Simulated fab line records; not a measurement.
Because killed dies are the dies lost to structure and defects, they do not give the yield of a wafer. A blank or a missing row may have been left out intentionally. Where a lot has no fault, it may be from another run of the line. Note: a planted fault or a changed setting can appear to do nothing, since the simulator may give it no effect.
fab line records    flow n5_finfet
record lots=10  wafers=28  last_day=20
route steps=1938 shown BEOL_M1@820 BEOL_M4@1111 PASSIVATION@1936
lots with no fault: from the same line, run without faults
start_h: hours from the record's opening day to when the first of the lot's shown wafers began    wait_h: hours since the lot's step before    " the same as in the row above    L1.1+2: one row covering several wafers at once    - no value, or no start given    * or withheld: withheld    < > ~ a bound
route shown NAME@n: a module of which the file shows steps, and the number in the route of the first    usual: mean and standard deviation over wafers with no fault    same: alike in all rows    chamber/n: place in a boat    sites: each site's reading    _std_site: the values' standard deviation    _edge_site: the outer-site mean with the inner-site mean subtracted    radius_mm: how far each site lies from the wafer's centre    mask NAME#n: copy n    behind: the most recent tool/chamber to have shaped the wafer    hold: cause of the lot's hold/its duration in hours/its outcome    device: which transistor (n, p or np) failed to switch    end of line: the route-end tests of the same wafers    a step with no rows: only its recipe    killed: count of dies lost to structure and defects at first sort (not the wafer's yield)    map: a wafer's dies, x killed, . not, _ none there
set.NAME: the setting the step ran with; set.NAME@STEP: the setting that earlier step ran with    model.NAME: the simulator's own value behind a step, which no gauge read
the route's steps for a sample of lots (tables are steps, rows are wafers)
services: the hour from which a tool's chamber was out of use, counted from the record's first day as start_h (under 0 if before that day), plus the number of hours and why
## steps
# step N5_BEOL_M1_SPUTTER_86
# recipe material=Cu  target_thk_a=45  temp_c=-20  chamber_pressure_pa=0.07  power_w=withheld  time_s=8.29
# usual chuck_gas_flow_sccm=1.27/0.054  throttle_valve_pct=30.3/0.6
lot.wafer  tool            chamber  start_h  wait_h  chuck_gas_flow_sccm  throttle_valve_pct
L740.1     pvd_sputter-01  -        141.54   0.1     1.25                 30.2
L740.4     "               -        "        "       1.34                 30.6
L740.6     "               -        "        "       1.23                 29.6
L741.3     pvd_sputter-01  -        156.64   0.1     1.27                 31.2
L741.5     "               -        "        "       1.24                 30.3
L741.6     "               -        "        "       1.28                 30.8
L743.2     pvd_sputter-02  -        172.70   0.1     1.26                 30.1
L743.3     "               -        "        "       1.17                 29.7
L743.4     "               -        "        "       1.27                 30.1
L745.1     pvd_sputter-02  -        180.80   0.1     1.25                 30.2
L745.2     "               -        "        "       1.29                 30.8
L745.5     "               -        "        "       1.22                 30.1
L748.2     pvd_sputter-02  -        203.05   0.1     1.30                 29.5
L748.4     "               -        "        "       1.25                 30.0
L748.5     "               -        "        "       1.27                 29.4
L750.3     pvd_sputter-01  -        203.14   0.1     1.27                 30.2
L750.4     "               -        "        "       1.23                 29.9
L750.5     "               -        "        "       1.31                 30.8
L754.2     pvd_sputter-02  -        233.22   0.1     1.32                 29.8
L754.5     "               -        "        "       1.33                 30.3
L757.5     pvd_sputter-02  -        251.00   0.0     1.28                 29.7
L757.6     "               -        "        "       1.33                 31.1
L761.1     pvd_sputter-02  -        268.92   0.1     1.29                 31.0
L761.2     "               -        "        "       1.30                 30.4
L761.4     "               -        "        "       1.27                 30.3
L760.2     pvd_sputter-03  -        270.06   0.1     1.23                 30.3
L760.3     "               -        "        "       1.24                 31.8
L760.4     "               -        "        "       1.16                 30.8
# step N5_BEOL_M1_SPUTTER_94
# recipe material=Cu  target_thk_a=45  temp_c=-20  chamber_pressure_pa=0.07  power_w=withheld  time_s=8.29
# usual chuck_gas_flow_sccm=1.27/0.054  throttle_valve_pct=30.3/0.61
lot.wafer  tool            chamber  start_h  wait_h  chuck_gas_flow_sccm  throttle_valve_pct
L740.1     pvd_sputter-01  -        142.42   0.1     1.22                 30.3
L740.4     "               -        "        "       1.22                 31.1
L740.6     "               -        "        "       1.23                 29.8
L741.3     pvd_sputter-01  -        157.52   0.1     1.31                 31.0
L741.5     "               -        "        "       1.32                 30.0
L741.6     "               -        "        "       1.30                 31.1
L743.2     pvd_sputter-02  -        173.58   0.1     1.28                 30.1
L743.3     "               -        "        "       1.34                 29.7
L743.4     "               -        "        "       1.25                 30.0
L745.1     pvd_sputter-02  -        181.68   0.1     1.23                 30.0
L745.2     "               -        "        "       1.25                 30.8
L745.5     "               -        "        "       1.24                 30.0
L748.2     pvd_sputter-02  -        203.93   0.1     1.25                 29.3
L748.4     "               -        "        "       1.29                 30.0
L748.5     "               -        "        "       1.31                 29.8
L750.3     pvd_sputter-01  -        204.02   0.1     1.23                 30.3
L750.4     "               -        "        "       1.36                 29.6
L750.5     "               -        "        "       1.19                 30.7
L754.2     pvd_sputter-02  -        234.10   0.1     1.31                 29.6
L754.5     "               -        "        "       1.26                 30.2
L757.5     pvd_sputter-02  -        251.88   0.0     1.25                 29.7
L757.6     "               -        "        "       1.22                 31.0
L761.1     pvd_sputter-02  -        269.80   0.1     1.22                 30.8
L761.2     "               -        "        "       1.27                 30.4
L761.4     "               -        "        "       1.34                 30.2
L760.2     pvd_sputter-03  -        270.94   0.1     1.23                 30.3
L760.3     "               -        "        "       1.18                 32.0
L760.4     "               -        "        "       1.25                 30.6
# step N5_BEOL_M1_ANNEAL_51
# recipe temp_c=225  time_s=90  ambient=N2
# usual wafer_temp_C_max=225.91/0.22
lot.wafer  tool           chamber  start_h  wait_h  wafer_temp_C_max
L740.1     rtp_anneal-01  0        142.84   0.1     225.76
L740.4     "              0        "        "       225.73
L740.6     "              0        "        "       226.27
L741.3     rtp_anneal-01  0        158.03   0.1     225.73
L741.5     "              0        "        "       225.70
L741.6     "              0        "        "       225.81
L743.2     rtp_anneal-01  0        174.04   0.1     225.90
L743.3     "              0        "        "       225.79
L743.4     "              0        "        "       225.96
L745.1     rtp_anneal-02  0        182.29   0.3     225.77
L745.2     "              0        "        "       225.95
L745.5     "              0        "        "       226.09
L748.2     rtp_anneal-01  0        204.39   0.1     225.79
L748.4     "              0        "        "       225.79
L748.5     "              0        "        "       226.20
L750.3     rtp_anneal-02  0        204.77   0.4     225.81
L750.4     "              0        "        "       226.26
L750.5     "              0        "        "       225.87
L754.2     rtp_anneal-01  0        234.56   0.1     225.72
L754.5     "              0        "        "       225.91
L757.5     rtp_anneal-01  0        252.88   0.6     225.97
L757.6     "              0        "        "       226.09
L761.1     rtp_anneal-01  0        270.23   0.1     225.83
L761.2     "              0        "        "       226.01
L761.4     "              0        "        "       225.94
L760.2     rtp_anneal-02  0        271.41   0.1     226.45
L760.3     "              0        "        "       225.95
L760.4     "              0        "        "       226.15
# step N5_BEOL_M1_CMP_52
# recipe stop_on=SiOC  t_overpolish_s=6.8  down_force_psi=1  platen_rpm=50  clearing_platen_down_force_psi=1.5  clearing_platen_rpm=50  post_cmp_clean=cu_alkaline  target_thk_nm=40  clearing_platen_pad_velocity_m_s=0.99484  pad_velocity_m_s=0.99484
# usual barrier_field_endpoint_s=24.4/0.78  motor_current_A=6.3/0.4  overpolish_run_s=6.799/0.0093  slurry_flow_ml_min=150.0/0.46  time_to_endpoint_s=62/4.4
lot.wafer  tool    chamber  start_h  wait_h  barrier_field_endpoint_s  motor_current_A  overpolish_run_s  slurry_flow_ml_min  time_to_endpoint_s
L740.1     cmp-02  2        143.14   0.3     23.9                      6.6              6.800             149.1               61
L740.4     "       3        "        "       24.4                      6.6              6.790             149.9               62
L740.6     "       3        "        "       24.1                      6.3              6.787             150.6               58
L741.3     cmp-02  0        158.23   0.2     25.3                      6.6              6.803             149.4               68
L741.6     "       0        "        "       25.2                      6.4              6.781             149.9               67
L741.5     "       1        "        "       25.7                      6.8              6.786             150.6               65
L743.3     cmp-04  1        174.33   0.2     22.6                      6.1              6.812             150.2               54
L743.2     "       2        "        "       24.4                      5.9              6.806             149.4               64
L743.4     "       3        "        "       24.7                      6.3              6.804             149.9               67
L745.2     cmp-04  0        182.59   0.2     24.3                      6.5              6.794             149.8               70
L745.1     "       2        "        "       23.8                      6.1              6.801             149.2               64
L745.5     "       1        "        "       23.3                      6.1              6.815             150.0               56
L748.4     cmp-04  1        204.72   0.2     23.0                      6.2              6.790             150.6               56
L748.2     "       2        "        "       24.2                      5.7              6.797             150.0               63
L748.5     "       3        "        "       25.2                      5.9              6.806             149.6               62
L750.3     cmp-02  0        204.99   0.2     25.5                      6.4              6.807             149.8               66
L750.4     "       1        "        "       25.0                      6.8              6.801             150.3               61
L750.5     "       0        "        "       26.0                      6.5              6.812             149.6               63
L754.2     cmp-04  3        234.88   0.3     23.9                      6.2              6.795             150.0               63
L754.5     "       2        "        "       41.3                      5.9              0.038             149.8               80
L757.5     cmp-04  1        253.17   0.2     41.3                      6.3              0.046             149.8               82
L757.6     "       2        "        "       24.4                      6.2              6.814             150.1               60
L761.4     cmp-01  2        270.52   0.1     23.6                      5.4              6.804             149.8               61
L761.1     "       3        "        "       24.2                      7.1              6.803             149.8               64
L761.2     "       1        "        "       23.2                      6.6              6.804             151.1               59
L760.4     cmp-02  3        271.67   0.1     24.4                      6.1              6.789             150.7               58
L760.3     "       1        "        "       24.5                      7.1              6.800             150.3               63
L760.2     "       2        "        "       24.2                      5.8              6.809             149.6               59
# step N5_BEOL_M1_INSPECT_59
# recipe inspect_instrument=darkfield  mode=post_dep
# usual raw_defect_count=72/23
lot.wafer  tool               chamber  start_h  wait_h  raw_defect_count
L740.1     defect_inspect-01  -        143.72   0.0     58
L740.4     "                  -        "        "       99
L740.6     "                  -        "        "       50
L741.3     defect_inspect-02  -        158.81   0.0     100
L741.5     "                  -        "        "       96
L741.6     "                  -        "        "       52
L743.2     defect_inspect-02  -        174.87   0.0     72
L743.3     "                  -        "        "       63
L743.4     "                  -        "        "       90
L745.1     defect_inspect-02  -        183.17   0.0     139
L745.2     "                  -        "        "       85
L745.5     "                  -        "        "       118
L748.2     defect_inspect-02  -        205.25   0.0     83
L748.4     "                  -        "        "       105
L748.5     "                  -        "        "       99
L750.3     defect_inspect-02  -        205.61   0.0     30
L750.4     "                  -        "        "       68
L750.5     "                  -        "        "       52
L754.2     defect_inspect-02  -        235.39   0.0     57
L754.5     "                  -        "        "       1622
L757.5     defect_inspect-01  -        253.60   0.0     1478
L757.6     "                  -        "        "       50
L761.1     defect_inspect-01  -        271.10   0.0     92
L761.2     "                  -        "        "       121
L761.4     "                  -        "        "       126
L760.2     defect_inspect-01  -        272.25   0.0     67
L760.3     "                  -        "        "       81
L760.4     "                  -        "        "       81
# step N5_BEOL_M4_RC_MEAS_101
# usual DIBL_N=37.1/2.6  DIBL_P=38/3  IOFF_N=0.18/0.052  IOFF_P=0.25/0.06  ION_N=678/15  ION_P=467/8.6  SS_N=71.7/0.73  SS_P=73.7/0.89  VT_N=249/4.3  VT_P=-248/3.8
lot.wafer  tool       chamber  start_h  wait_h  DIBL_N[mV/V]  DIBL_P[mV/V]  IOFF_N[nA/um]  IOFF_P[nA/um]  ION_N[uA/um]  ION_P[uA/um]  SS_N[mV/dec]  SS_P[mV/dec]  VT_N[mV]  VT_P[mV]
L740.1     prober-02  0        245.30   0.0     36.0          34            0.14           0.20           676           465           71.2          72.9          248       -250
L740.4     "          0        "        "       36.3          36            0.17           0.24           692           472           71.6          73.4          244       -246
L740.6     "          0        "        "       36.3          35            0.15           0.24           691           474           71.2          72.7          249       -248
L741.3     prober-01  0        257.73   0.7     37.3          39            0.21           0.29           708           478           71.3          74.5          242       -242
L741.5     "          0        "        "       36.6          36            0.16           0.23           683           467           72.1          73.8          248       -246
L741.6     "          0        "        "       36.6          38            0.18           0.29           682           476           70.9          74.0          243       -243
L745.1     prober-02  0        265.89   0.1     37.1          39            0.18           0.24           674           463           72.0          74.2          250       -248
L745.2     "          0        "        "       38.0          41            0.21           0.29           686           476           71.8          74.3          249       -247
L745.5     "          0        "        "       34.7          37            0.14           0.21           667           463           70.5          73.3          252       -247
L743.2     prober-02  0        273.11   0.2     34.7          34            0.13           0.22           659           464           71.6          73.4          251       -247
L743.3     "          0        "        "       33.9          33            0.12           0.19           661           461           71.3          72.3          253       -251
L743.4     "          0        "        "       34.8          35            0.13           0.23           674           475           71.1          72.6          255       -246
L750.3     prober-02  0        300.52   0.3     36.7          38            0.18           0.25           675           469           71.2          73.2          246       -249
L750.4     "          0        "        "       35.2          37            0.16           0.24           693           476           70.9          74.2          249       -247
L750.5     "          0        "        "       37.4          39            0.19           0.26           671           461           71.9          74.3          248       -249
L748.2     prober-02  0        312.80   0.2     35.7          36            0.15           0.21           657           456           70.7          73.2          250       -249
L748.4     "          0        "        "       35.8          39            0.15           0.27           663           469           71.8          73.0          251       -248
L748.5     "          0        "        "       34.1          35            0.13           0.20           658           461           71.4          72.5          253       -252
L754.2     prober-01  0        342.59   0.2     38.9          39            0.21           0.29           685           470           72.4          73.9          247       -243
L757.6     prober-01  0        349.43   0.8     35.1          38            0.15           0.21           669           460           71.3          73.4          251       -251
L760.2     prober-02  0        367.82   0.2     36.5          39            0.19           0.26           704           484           71.2          74.6          244       -243
L760.3     "          0        "        "       37.0          39            0.19           0.26           674           462           72.0          73.8          248       -248
L760.4     "          0        "        "       38.3          41            0.23           0.30           700           477           71.3          74.7          245       -248
L761.1     prober-02  0        375.35   0.0     39.7          42            0.26           0.32           694           474           72.8          75.2          241       -245
L761.2     "          0        "        "       40.2          42            0.25           0.33           682           475           72.6          74.5          246       -245
L761.4     "          0        "        "       38.0          39            0.22           0.26           681           466           72.4          74.2          245       -246
# step N5_PASSIVATION_PROBE_49
# usual defect_limited_yield=91.4/1.4  killed_at_M0_to_M3=34/9.1  killed_at_M4_up=14/5.2  killed_at_contacts=12/6.4  killed_at_front_end=38/11  killed_at_other=3.7/2.8  killed_dies=102/17  killed_on_rim=14/3.9  killed_open=68/13  killed_short=32/7.8  sort_bin_5_function=5.1/1  sort_bin_6_memory=3.2/0.66  sort_n_pass=1076/19  sort_yield_pct=91.2/1.6
# same gross_dies=1180  killed_at_back_side=0  sort_bin_4_leakage[%]=0  sort_bin_8_speed[%]=0
lot.wafer  tool       chamber  start_h  wait_h  defect_limited_yield[%]  killed_at_M0_to_M3  killed_at_M4_up  killed_at_contacts  killed_at_front_end  killed_at_other  killed_dies  killed_on_rim  killed_open  killed_short  sort_bin_5_function[%]  sort_bin_6_memory[%]  sort_n_pass  sort_yield_pct[%]
L754.2     prober-01  -        449.17   0.1     92.4                     28                  17               21                  23                   1                90           8              67           22            4.7                     2.7                   1090         92.4
L754.5     prober-01  -        449.32   0.2     0                        1122                14               23                  21                   0                1180         152            65           39            5.6                     3.1                   0            0
L757.5     prober-01  -        451.08   0.2     0                        1085                20               16                  59                   0                1180         152            100          34            6.8                     4.3                   0            0
L757.6     prober-01  -        451.13   0.3     87.5                     52                  16               24                  53                   3                148          17             98           46            8.1                     4.2                   1032         87.5
# killed by level:class
L754.2 MOL_CONTACT_COAG:geometric_particle:open=16 BEOL_M2:geometric_particle:open=13 STI_FIN_REVEAL:geometric_particle:open=6 BEOL_M4:geometric_particle:open=6 MOL_CONTACT_COAG:geometric_particle:short=5 FIN_SAQP:geometric_particle:short=4 GATE_CUT:geometric_particle:open=4 BEOL_M0_SAQP:geometric_particle:short=4
L754.5 BEOL_M1:area_cmp=1075 MOL_CONTACT_COAG:geometric_particle:open=17 BEOL_M0_SAQP:geometric_particle:short=12 BEOL_M0_SAQP:geometric_particle:open=8 MOL_CONTACT_COAG:geometric_particle:short=6 BEOL_M1:geometric_particle:open=6 BEOL_M2:geometric_particle:short=6 BEOL_M2:geometric_particle:open=5
L757.5 BEOL_M1:area_cmp=1046 FIN_SAQP:geometric_particle:open=15 STI_FIN_REVEAL:geometric_particle:open=15 BEOL_M2:geometric_particle:open=13 MOL_CONTACT_COAG:geometric_particle:open=12 FIN_SAQP:geometric_particle:short=11 BEOL_M1:geometric_particle:open=10 BEOL_M4:geometric_particle:open=9
L757.6 MOL_CONTACT_COAG:geometric_particle:open=16 BEOL_M1:geometric_particle:open=15 BEOL_M2:geometric_particle:open=12 FIN_SAQP:geometric_particle:open=10 BEOL_M3:geometric_particle:open=9 STI_FIN_REVEAL:geometric_particle:open=8 MOL_CONTACT_COAG:geometric_particle:short=8 STARTING-WAFER:geometric_particle:open=7
## services
tool            chamber  start_h  hours  kind
pvd_sputter-02  -        118.55   0.5    repair
cmp-04          -        122.74   6.0    pm
pvd_sputter-03  -        135.19   3.9    repair
cmp-02          -        145.23   0.3    repair
pvd_sputter-01  -        147.54   3.7    repair
cmp-02          -        160.85   4.0    pm
cmp-02          -        164.85   -      consumable_replace:conditioner
cmp-02          -        164.85   -      consumable_replace:pad
cmp-04          -        168.36   0.7    repair
pvd_sputter-03  -        175.65   1.1    repair
cmp-04          -        177.61   0.6    repair
pvd_sputter-02  -        184.70   1.4    repair
cmp-01          -        204.95   3.9    pm
cmp-01          -        213.82   3.0    pm
rtp_anneal-02   -        219.09   5.3    pm
cmp-04          -        221.71   4.0    pm
cmp-04          -        225.71   -      consumable_replace:conditioner
cmp-04          -        225.71   -      consumable_replace:pad
cmp-02          -        227.89   4.8    pm
cmp-01          -        228.36   0.2    repair
cmp-04          -        239.49   3.6    repair
cmp-01          -        251.22   4.1    repair
## key
first_sign step=N5_BEOL_M1_CMP_52  reading=overpolish_run_s  direction=down  sigmas=99+  usual=6.799  struck=0.042
effect step=N5_BEOL_M1_CMP_52  reading=barrier_field_endpoint_s  direction=up  sigmas=22  usual=24.4  struck=41.3
effect step=N5_BEOL_M1_INSPECT_59  reading=raw_defect_count  direction=up  sigmas=64  usual=72  struck=1550
effect step=N5_PASSIVATION_PROBE_49  reading=killed_at_M0_to_M3  direction=up  sigmas=99+  usual=34  struck=1104
more_kills_born_at N5_BEOL_M1_CMP_52@cmp-04=2121
met_at N5_BEOL_M1_CMP_52
struck_lots L754,L757
struck_wafers L754.5,L757.5
later_rows_left_out L754.5,L757.5
not_acting_at N5_BEOL_M1_SPUTTER_86,N5_BEOL_M1_SPUTTER_94,N5_BEOL_M1_ANNEAL_51
onset_between 204.72 234.88
fault kind=process_parameter_drift  tool=cmp-04  chamber=-  onset_h=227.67  steps=N5_BEOL_M1_CMP_52  channel=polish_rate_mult  offset=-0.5  shape=step  end_h=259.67  scope=struck_wafers_only
# later_rows_left_out: the simulator's readings of these wafers behind a module that went badly wrong aren't trusted and aren't shown, but for the sort
